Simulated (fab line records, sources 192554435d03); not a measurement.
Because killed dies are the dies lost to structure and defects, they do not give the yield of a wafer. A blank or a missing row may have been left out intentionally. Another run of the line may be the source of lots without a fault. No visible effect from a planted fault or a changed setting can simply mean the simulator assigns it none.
Code-filled problem report in 8D (eight disciplines) form -- flow n5 finfet -- the parts of the form that need people (team, actions taken, sign-off) are left out

== 1. PROBLEM STATEMENT ==
N5_PASSIVATION_PROBE_49, killed at front end: mean 174 over 1 wafer from 1 lot; wafers with no fault: 40, standard deviation 11. That puts it +12 standard deviations away from the usual mean.
Earliest sighting: wafer L642.2 on prober-01 at day 17 23:34. The record holds 3 wafers of 1 lot with a number at this step. The rule behind "out" and "out of limits": a value lying over 4 standard deviations away from the usual mean. The rest of the wafers with a number are treated as sound.

== 2. WHAT IT IS; WHAT IT IS NOT ==
question,is,is not
which readings at this step,"killed at front end, defect limited yield, killed dies, sort_bin_5_function, sort n pass, sort yield pct","killed_at_M0_to_M3, killed_at_M4_up, killed at contacts, killed at other, killed open, killed short, sort_bin_4_leakage, sort_bin_6_memory, sort_bin_8_speed"
which lots,L642,-
which wafers of those lots,L642.2,"L642.1, L642.3"
read on which tools,prober-01,-
when,from day 17 23:34,up to then (1 sound wafer); but 1 sound wafer of L642 came after

== 3. THE SUSPECTS, EACH WITH WHAT RULES IT OUT ==
Counting: if a tool at a process step up to the reading ran every lot that is out, it stays a suspect. Sound lots after the first of them don't rule it out here, since some wafers of a struck lot are sound.
- wet bench-01 at N5_PMOS_HMC_CHANNEL_EPI_HM_STRIP_35 (strips SiO2 in dHF, material SiO2, target depth 39.6 nm, time 216 s): kept. It ran the lot that is out, L642 (day 7 02:05).
- pvd sputter-03 at N5_PASSIVATION_AL_DEP_21 (deposits Al, target thk 2800 nm, time 170 s): kept. It ran the lot that is out, L642 (day 17 17:59).
- prober-01 at N5_PASSIVATION_PROBE_49: kept. It ran the lot that is out, L642 (day 17 23:31). Its own readings are out on those wafers: defect limited yield, killed at front end, killed dies, sort_bin_5_function, sort n pass, sort yield pct.
- wet bench-01, N5_PMOS_HMC_CHANNEL_EPI_HM_STRIP_35: wafers that are out in chamber 5, sound lot-mates in chambers 1, 7.
Still standing after the count: wet bench-01 at N5_PMOS_HMC_CHANNEL_EPI_HM_STRIP_35, pvd sputter-03 at N5_PASSIVATION_AL_DEP_21, prober-01 at N5_PASSIVATION_PROBE_49.

== 4. THE CAUSE (what the simulator had put in) ==
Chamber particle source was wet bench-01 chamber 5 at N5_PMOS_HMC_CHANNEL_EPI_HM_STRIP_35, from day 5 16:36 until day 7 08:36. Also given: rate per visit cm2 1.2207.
Of the 3 suspects that counting leaves, this tool is one.

== 5. THE CHAIN OF EFFECTS, in route order ==
One row per reading whose mean, taken over the struck wafers that have a number, lies over 3 standard deviations from the usual. Only readings for which the record gives a usual standard deviation are gone through. hours: the time from each lot's start at the first step in this table that gives one to its start at this step, as a median over the lots. sigmas: the change in usual standard deviations.
hours,step,reading,usual,on struck wafers,change,sigmas
0,N5_PASSIVATION_PROBE_49,defect limited yield,91.1 %,81.4,-9.7,-6.9
0,N5_PASSIVATION_PROBE_49,killed at front end,40,174,+134,+12
0,N5_PASSIVATION_PROBE_49,killed dies,105,219,+114,+7.1
0,N5_PASSIVATION_PROBE_49,sort_bin_5_function,5.2 %,12.5,+7.3,+8.3
0,N5_PASSIVATION_PROBE_49,sort n pass,1074,961,-113,-6.6
0,N5_PASSIVATION_PROBE_49,sort yield pct,91.0 %,81.4,-9.6,-6.4
Its process steps:
- N5_PASSIVATION_PROBE_49

== 6. HOW IT WOULD HAVE BEEN CAUGHT EARLIER ==
First out-of-limits reading in this record: day 17 23:34, which is 295 hours after fault onset at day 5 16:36.
Of the tool readings at N5_PMOS_HMC_CHANNEL_EPI_HM_STRIP_35 for which the record gives a usual standard deviation, none was out on any struck wafer, so an alarm limit of 4 standard deviations on them would not have fired.
By day 17 23:34 the whole set of lots that are out, 1 in number, had already begun N5_PMOS_HMC_CHANNEL_EPI_HM_STRIP_35 on wet bench-01. Holding the tool at that point would not have protected any of them.
